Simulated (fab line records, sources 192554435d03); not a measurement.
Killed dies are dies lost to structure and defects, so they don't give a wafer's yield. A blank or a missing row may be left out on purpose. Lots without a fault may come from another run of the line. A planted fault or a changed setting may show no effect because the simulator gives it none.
Chamber matching | flow n5_finfet | N5_FIN_CUT_ETCH_20 on rie_diel-06: 4 sister chambers
The step etches SiARC in CF4, target depth 26 nm, time 43.3 s. 22 wafers are shown with their chamber, then 11 later ones without.

WAFERS WITH THEIR CHAMBER
wafer  | chamber | throttle_valve_pct (%) | drypump_motor_current_A (A) | oes_product_au (a.u.)
L079.4 | 0       | 15.70                  | 5.8                         | 0.69
L079.5 | 1       | 15.20                  | 5.6                         | 0.74
L079.6 | 2       | 15.59                  | 5.5                         | 0.65
L080.2 | 0       | 15.70                  | 5.8                         | 0.68
L080.4 | 1       | 15.21                  | 5.5                         | 0.73
L080.5 | 3       | 15.86                  | 6.0                         | 0.60
L083.2 | 2       | 15.62                  | 5.5                         | 0.63
L083.3 | 0       | 15.72                  | 5.8                         | 0.69
L083.6 | 1       | 15.21                  | 5.6                         | 0.73
L084.1 | 2       | 15.60                  | 5.5                         | 0.62
L084.4 | 3       | 15.87                  | 6.1                         | 0.60
L084.5 | 3       | 15.89                  | 6.1                         | 0.59
L085.1 | 1       | 15.22                  | 5.6                         | 0.73
L085.2 | 3       | 15.88                  | 6.1                         | 0.60
L085.3 | 0       | 15.72                  | 5.8                         | 0.69
L085.4 | 2       | 15.60                  | 5.5                         | 0.63
L085.5 | 1       | 15.20                  | 5.6                         | 0.73
L085.6 | 2       | 15.62                  | 5.5                         | 0.63
L087.1 | 0       | 15.72                  | 5.8                         | 0.68
L087.2 | 1       | 15.21                  | 5.5                         | 0.73
L087.6 | 3       | 15.89                  | 6.1                         | 0.60
L088.1 | 3       | 15.89                  | 6.0                         | 0.60

SIGNATURES (means of the wafers above)
reading                 | chamber 0 | chamber 1 | chamber 2 | chamber 3 | scatter within a chamber
throttle_valve_pct      | 15.7120   | 15.2083   | 15.6060   | 15.8800   | 0.0113
drypump_motor_current_A | 5.800     | 5.567     | 5.500     | 6.067     | 0.0385
oes_product_au          | 0.6860    | 0.7317    | 0.6320    | 0.5983    | 0.00653
Rule: a wafer's distance from a chamber is the root of the sum, over the readings, of the square of ((its reading less the chamber's mean) divided by the reading's scatter). The wafer belongs to the nearest chamber; if the next one is less than 2 further off, it can't be placed. The scatter: the root of (the sum of the squares of (reading less its chamber's mean) over the shown wafers, divided by (wafers less chambers)).

WAFERS WITHOUT THEIR CHAMBER
wafer  | throttle_valve_pct (%) | drypump_motor_current_A (A) | oes_product_au (a.u.)
L088.2 | 15.71                  | 5.8                         | 0.68
L088.3 | 15.63                  | 5.6                         | 0.63
L088.4 | 15.21                  | 5.5                         | 0.73
L088.5 | 15.89                  | 6.0                         | 0.59
L088.6 | 15.62                  | 5.5                         | 0.63
L097.1 | 15.24                  | 5.5                         | 0.71
L097.2 | 15.65                  | 5.5                         | 0.61
L097.3 | 15.76                  | 5.8                         | 0.66
L097.4 | 15.24                  | 5.5                         | 0.71
L097.5 | 15.65                  | 5.5                         | 0.61
L097.6 | 15.77                  | 5.8                         | 0.66

WHICH CHAMBER EACH WENT THROUGH
wafer  | from the rows above | in truth
L088.2 | 0                   | 0
L088.3 | 2                   | 2
L088.4 | 1                   | 1
L088.5 | 3                   | 3
L088.6 | 2                   | 2
L097.1 | 1                   | 1
L097.2 | 2                   | 2
L097.3 | 0                   | 0
L097.4 | 1                   | 1
L097.5 | 2                   | 2
L097.6 | 0                   | 0
Placed correctly: 11 of 11. Can't be placed from these rows: 0. Placed wrongly: 0.
